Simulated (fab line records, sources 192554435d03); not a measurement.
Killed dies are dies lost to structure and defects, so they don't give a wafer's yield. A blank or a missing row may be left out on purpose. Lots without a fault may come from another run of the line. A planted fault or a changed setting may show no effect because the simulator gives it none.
Chamber matching | flow n5_finfet | N5_BEOL_M4_DESCUM_16 on rie_diel-03: 4 sister chambers
The step chemistry O2, time 7 s. 4 wafers are shown with their chamber, then 7 later ones without.

WAFERS WITH THEIR CHAMBER
wafer  | chamber | showerhead_plenum_p_Torr (Torr)
L081.5 | 1       | 2.17
L086.1 | 0       | 2.03
L086.4 | 3       | 2.03
L093.5 | 2       | 2.00

WAFERS WITHOUT THEIR CHAMBER
wafer  | showerhead_plenum_p_Torr (Torr)
L093.6 | 2.03
L094.3 | 2.03
L094.4 | 2.16
L094.5 | 2.15
L097.1 | 2.03
L097.2 | 2.02
L097.5 | 2.02

WHICH CHAMBER EACH WENT THROUGH
wafer  | from the rows above          | in truth
L093.6 | can't be placed: 0 or 3      | 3
L094.3 | can't be placed: 0 or 3      | 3
L094.4 | 1                            | 1
L094.5 | 1                            | 1
L097.1 | can't be placed: 0 or 3      | 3
L097.2 | can't be placed: 0 or 3 or 2 | 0
L097.5 | can't be placed: 0 or 3 or 2 | 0
Placed correctly: 2 of 7. Can't be placed from these rows: 5 (the true chamber is among the candidates in 5). Placed wrongly: 0.
How it was worked out, from the rows above alone: a wafer's distance from a chamber is the root of the sum, over the readings, of the square of ((its reading less the chamber's mean) divided by the reading's scatter). The wafer belongs to the nearest chamber; if the next one is less than 2 further off, it can't be placed. A chamber's mean is the mean of its shown wafers. The scatter: with one shown wafer a chamber, the root of the mean of the squares of how far each hidden wafer lies from its nearest shown one.
